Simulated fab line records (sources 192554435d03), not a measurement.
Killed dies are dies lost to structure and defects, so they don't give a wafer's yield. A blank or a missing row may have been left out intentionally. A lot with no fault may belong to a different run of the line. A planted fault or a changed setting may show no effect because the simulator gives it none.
Lot-split experiment -- flow n5 finfet -- on a route of 1938 steps: 7 lots, 21 wafers read

== THE SPLIT ITSELF ==
At N5_WELL_APT_COAT_02 (resist thk 950 nm), the setting spin rpm was moved away from the recipe's 1357 rpm on 8 of the 21 wafers read, by -10.8% to +11.2%. For the rest of the wafers, this setting stayed at what the recipe calls for.

The reading is taken at the split's own step.

== THE READING ==
coat_of_WELL_APT_COAT_02.thk nm (the simulator's own value, which no gauge read), in nm, at N5_WELL_APT_COAT_02 (resist thk 950 nm). The file gives no usual value for it. The 13 wafers here that ran the recipe average 951.7 nm, standard deviation 2.6 nm.

wafer,"tool, chamber at the split","spin rpm as run, rpm",against the recipe,"coat_of_WELL_APT_COAT_02.thk nm, nm",against lot-mates on the recipe
L075.3,"litho track-03, 0",1231,-9.3%,1001,+50.8
L075.4,"litho track-03, 0",1357,recipe,950.2,-
L075.6,"litho track-03, 0",1357,recipe,950.2,-
L078.3,"litho track-03, 0",1479,+9.0%,914,-43.2
L078.4,"litho track-03, 0",1357,recipe,957.2,-
L078.6,"litho track-03, 0",1479,+9.0%,913.4,-43.8
L079.3,"litho track-04, 0",1503,+10.8%,904.7,-50.2
L079.4,"litho track-04, 0",1357,recipe,954.9,-
L079.6,"litho track-04, 0",1503,+10.8%,900.3,-54.6
L080.1,"litho track-03, 0",1242,-8.5%,995.7,+45.8
L080.2,"litho track-03, 0",1357,recipe,950.6,-
L080.4,"litho track-03, 0",1357,recipe,949.2,-
L086.2,"litho track-03, 0",1357,recipe,952.1,-
L086.3,"litho track-03, 0",1357,recipe,953.4,-
L086.5,"litho track-03, 0",1357,recipe,954.4,-
L090.1,"litho track-04, 0",1357,recipe,953.3,-
L090.4,"litho track-04, 0",1210,-10.8%,1006,+55.3
L090.6,"litho track-04, 0",1357,recipe,948.1,-
L093.1,"litho track-04, 0",1357,recipe,948.6,-
L093.2,"litho track-04, 0",1357,recipe,950.4,-
L093.6,"litho track-04, 0",1509,+11.2%,900.1,-49.4

THE FIT
A straight line over all 21 wafers: coat_of_WELL_APT_COAT_02.thk nm changes by -4.74 nm for each +1% of spin rpm; r = -1.00; the points scatter about the line by 3 nm.
The same after taking each lot's own level away (the mean of its wafers on the recipe; 21 wafers): -4.97 nm for each +1%; r = -1.00; scatter 2.2 nm.
The reading moves by 56 nm for the largest change in spin rpm, on that fit.
From 949.50 to 957.20 nm: that is the span of the lots' own levels, equal to 2.9 times the standard deviation above.
The two slopes agree, so the slope changes little with the lot-to-lot level.
Check: for one of the wafers moved furthest among these (+11.2%), held out of the fit, the line's prediction against its lot-mates is -55.8 nm. It came out at -49.4 nm against them.

== OTHER SPLITS APPLIED TO THESE WAFERS ==
Note: prior to the reading, these wafers also went through further splits. Each is held against what the fit with the lots' levels taken away leaves over:
other split on the same wafers,wafers away from the commonest value,r with coat_of_WELL_APT_COAT_02.thk nm (lot level and that fit taken away)
N5_ZERO_LAYER_PECVD_02 time s,4,-0.20

== THE FILE'S OWN FIT ==
coat_of_WELL_APT_COAT_02.thk nm changes by -4.97 nm for each +1% of spin rpm, r = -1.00.
